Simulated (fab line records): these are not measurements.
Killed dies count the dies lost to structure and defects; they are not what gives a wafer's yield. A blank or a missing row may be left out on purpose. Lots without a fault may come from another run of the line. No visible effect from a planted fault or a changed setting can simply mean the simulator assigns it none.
Matching of chambers -- flow nand_harc -- 4 sister chambers for NHARC_A_CHANNEL_FILL_D1_ETCHBACK_20 on rie_diel-02
The step etches the open film in C4F8/O2/Ar, target depth 27 nm, time 13.5 s. 16 wafers are shown with their chamber, then 8 later ones without.

## EACH WAFER AND ITS CHAMBER
wafer,chamber,rf_vpp_V (V),oes_product_au (a.u.)
L074.2,1,981,1.01
L074.3,0,972,0.98
L074.4,2,989,1.02
L077.1,2,988,1.01
L077.3,3,989,0.98
L077.5,1,983,1.01
L076.1,3,989,0.99
L076.3,0,973,0.98
L076.6,2,989,1.01
L079.1,2,988,1.02
L079.4,0,974,0.99
L079.5,0,974,0.99
L083.3,1,983,0.93
L083.4,0,972,0.91
L083.5,1,982,0.92
L087.2,0,973,0.90

SIGNATURES (means of the wafers above)
reading,chamber 0,chamber 1,chamber 2,chamber 3,scatter within a chamber
rf_vpp_V,973.00,982.25,988.50,989.00,0.804
oes_product_au,0.9583,0.9675,1.0150,0.9850,0.0366
Rule: a wafer lies at a distance from a chamber equal to the root of the sum of squares, over the readings, of (its reading less the chamber's mean, divided by the reading's scatter). If the next closest chamber is less than 2 further off than the closest, the wafer can't be placed; otherwise it belongs to the closest. The scatter: take each reading less its chamber's mean, square it, sum over the shown wafers, divide by the number of wafers less the number of chambers, and take the root.

## WAFERS WITH NO CHAMBER GIVEN
wafer,rf_vpp_V (V),oes_product_au (a.u.)
L087.3,989,0.94
L087.4,987,0.90
L089.3,989,0.95
L089.4,973,0.92
L089.5,988,0.95
L090.1,973,0.90
L090.3,990,0.94
L090.4,987,0.91

## CHAMBER TAKEN BY EACH
wafer,from the rows above,in truth
L087.3,can't be placed: 3 or 2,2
L087.4,can't be placed: 3 or 2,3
L089.3,can't be placed: 3 or 2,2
L089.4,0,0
L089.5,can't be placed: 3 or 2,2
L090.1,0,0
L090.3,can't be placed: 3 or 2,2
L090.4,can't be placed: 3 or 2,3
Correct placement for 2 of the 8. Cannot be placed on the basis of these rows: 6; the candidates contain the true chamber in 6. Placed wrongly: 0.
